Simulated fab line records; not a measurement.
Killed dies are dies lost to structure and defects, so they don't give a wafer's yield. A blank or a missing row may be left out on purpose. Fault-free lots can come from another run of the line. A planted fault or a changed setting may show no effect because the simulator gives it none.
One fault through the eyes of 2 desks    flow n5 finfet    only its own numbers are on each desk; what lay behind them is given at the end

== THE DEFECT DESK ==
What the inspections along the route counted, lot by lot: means of the sampled wafers that have a number. A lot is out of limits, marked OUT, if its mean lies more than 4 standard deviations from the usual mean; the brackets give that distance.
Columns: A = raw defect count at N5_BEOL_M7_INSPECT_58, usual 73
lot   first seen here  A
L622  day 9 20:03      68
L621  day 9 21:22      101
L630  day 12 01:27     70
L629  day 12 03:34     65
L631  day 12 05:23     91
L634  day 13 03:55     60
L638  day 14 04:39     43
L639  day 14 09:08     62
L641  day 14 14:53     73
L640  day 14 19:35     80
This desk's verdict: no lot among the 10 shows anything out of limits.

== TOOL OWNER'S DESK, litho track-03 ==
The tool's own readings at N5_BEOL_M8_COAT_64 (time 60 s, resist thk 12 nm): means of the sampled wafers that have a number, for each lot that ran on this tool. A lot is out of limits, marked OUT, if its mean lies more than 4 standard deviations from the usual mean; the brackets give that distance.
Columns: A = exhaust pa at N5_BEOL_M8_COAT_64, usual 45.0 Pa; B = plate temp C at N5_BEOL_M8_COAT_64, usual 219.99 C; C = spin speed rpm at N5_BEOL_M8_COAT_64, usual 1500.0 rpm
lot   first seen here  A     B       C
L621  day 10 03:01     45.6  220.14  1499.8
L630  day 12 04:19     45.4  220.02  1419.1 (-81) OUT
L631  day 12 11:32     45.9  220.11  1420.3 (-80) OUT
L634  day 13 08:52     46.0  219.89  1419.0 (-81) OUT
This desk finds L630, L631, L634 out of limits, L630 being first, at day 12 04:19 (spin speed rpm at N5_BEOL_M8_COAT_64). Within limits: L621.

== BROUGHT TOGETHER ==
At day 12 04:19, on L630, L631, L634, the tool owner's desk was in a position to raise an alarm.
The defect desk saw nothing out of limits.
The defect desk has L630, L631, L634 on record, within its limits.
Of the lots named, all ran N5_BEOL_M8_COAT_64 on litho track-03.

== WHAT HAD BEEN PUT IN BY THE SIMULATOR ==
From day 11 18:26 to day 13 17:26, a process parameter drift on litho track-03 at N5_BEOL_M8_COAT_64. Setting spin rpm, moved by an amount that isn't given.
Shown lots that were struck: L630, L631, L634.
Delay in hours, fault start to first out-of-limits reading, by desk: the tool owner's desk at 10.
